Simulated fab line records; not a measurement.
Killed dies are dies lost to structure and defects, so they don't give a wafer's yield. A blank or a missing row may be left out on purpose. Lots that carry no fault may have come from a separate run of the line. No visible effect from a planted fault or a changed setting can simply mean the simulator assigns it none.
Split-lot trial ; flow n5Finfet ; route with 1938 steps; 7 lots, 21 wafers read

## ON THE SPLIT
At N5_BEOL_M15_COAT_22 (resist thk 800 nm), the setting spinRpm was moved away from the recipe's 1704 rpm on 7 of the 21 wafers read, by -7.4% to +9.9%. This setting was run at the recipe's value on the other wafers.

## FROM THE SPLIT TO THE READING: what the file shows between them, 6 steps
- N5_BEOL_M15_PEB_26: peb time 90 s (also split here: pebTimeS)
- N5_BEOL_M15_DEVELOP_27: develop time 45 s
- N5_BEOL_M15_HARDBAKE_32: time 120 s
- N5_BEOL_M15_CD_MEAS_28: target cd 407.6 nm
- N5_BEOL_M15_DESCUM_33: chemistry O2, time 7.9 s
- N5_BEOL_M15_ETCH_61: etches BARC in N2/H2, target depth 89 nm, overetch 26.7 nm, time 67.9 s

## THE READING
coat_of_BEOL_M15_COAT_22.thkNm (the simulator's own value, which no gauge read), in nm, at N5_BEOL_M15_TRENCH_ETCH_34 (etches SiO2 in C4F8/O2/Ar, target depth 872.93 nm, time 199 s). There is no usual value for it anywhere in the file. Average 538.1 nm, standard deviation 7.3 nm, over the 14 wafers here run with the recipe.

wafer;tool, chamber at the split;spinRpm as run, rpm;against the recipe;coat_of_BEOL_M15_COAT_22.thkNm, nm;against lot-mates on the recipe
L079.3;lithoTrack-04, 0;1704;recipe;551.4;-
L079.4;lithoTrack-04, 0;1704;recipe;530.6;-
L079.6;lithoTrack-04, 0;1873;+9.9%;501.8;-39.2
L075.2;lithoTrack-02, 0;1611;-5.5%;575.6;+37.8
L075.3;lithoTrack-02, 0;1704;recipe;537.8;-
L075.6;lithoTrack-02, 0;1611;-5.5%;560;+22.2
L081.1;lithoTrack-02, 0;1704;recipe;548.2;-
L081.2;lithoTrack-02, 0;1704;recipe;540.4;-
L081.4;lithoTrack-02, 0;1704;recipe;530.6;-
L088.1;lithoTrack-02, 0;1852;+8.7%;506.6;-41.2
L088.2;lithoTrack-02, 0;1852;+8.7%;493;-54.8
L088.4;lithoTrack-02, 0;1704;recipe;547.8;-
L091.2;lithoTrack-02, 0;1704;recipe;535;-
L091.4;lithoTrack-02, 0;1704;recipe;533.2;-
L091.6;lithoTrack-02, 0;1704;recipe;545.8;-
L095.1;lithoTrack-02, 0;1704;recipe;534.8;-
L095.3;lithoTrack-02, 0;1704;recipe;536;-
L095.4;lithoTrack-02, 0;1855;+8.9%;505.2;-30.2
L096.4;lithoTrack-04, 0;1704;recipe;535;-
L096.5;lithoTrack-04, 0;1704;recipe;526.6;-
L096.6;lithoTrack-04, 0;1578;-7.4%;566.4;+35.6

FIT RESULTS
A straight line over all 21 wafers: coat_of_BEOL_M15_COAT_22.thkNm changes by -4.22 nm for each +1% of spinRpm; r = -0.93; the points scatter about the line by 7.6 nm.
The same after taking each lot's own level away (the mean of its wafers on the recipe; 21 wafers): -4.74 nm for each +1%; r = -0.95; scatter 7.4 nm.
According to that fit, moving spinRpm by its largest amount changes the reading by 47 nm.
The span of the lots' own levels, 530.80 to 547.80 nm, comes to 2.3 times the standard deviation stated above.
Hence the slope depends on the lot-to-lot level, as the two fits are not the same.
Check: for one of the wafers moved furthest among these (+9.9%), held out of the fit, the line's prediction against its lot-mates is -48.5 nm. Against them it came out at -39.2 nm.

## THESE WAFERS: OTHER SPLITS
Before the reading, these wafers also passed through other splits. Each is held against what the fit with the lots' levels taken away leaves over:
other split on the same wafers;wafers away from the commonest value;r with coat_of_BEOL_M15_COAT_22.thkNm (lot level and that fit taken away)
N5_BEOL_M13_COAT_04 spinRpm;6;-0.03
N5_BEOL_M14_TRENCH_ETCH_34 biasW;5;+0.53
N5_BEOL_M14_SPUTTER_43 timeS;7;+0.14
N5_BEOL_M15_PEB_26 pebTimeS;6;+0.10

## THE WHOLE CHAIN: every reading that the file lists as answering this split, in the file's order
step;what it does;reading;change (the file's fit);r (the file's)
N5_BEOL_M15_COAT_22;resist thk 800 nm;coat_of_BEOL_M15_COAT_22.thkNm (the simulator's own value, which no gauge read);-3.83 nm for each +1% of the setting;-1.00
N5_BEOL_M15_ETCH_61;etches BARC in N2/H2, target depth 89 nm, overetch 26.7 nm, time 67.9 s;coat_of_BEOL_M15_COAT_22.thkNm (the simulator's own value, which no gauge read);-3.94 nm for each +1% of the setting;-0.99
N5_BEOL_M15_TRENCH_ETCH_34;etches SiO2 in C4F8/O2/Ar, target depth 872.93 nm, time 199 s;coat_of_BEOL_M15_COAT_22.thkNm (the simulator's own value, which no gauge read);-4.45 nm for each +1% of the setting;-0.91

## THE FILE'S OWN FIT
coat_of_BEOL_M15_COAT_22.thkNm changes by -4.45 nm for each +1% of spinRpm, r = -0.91.
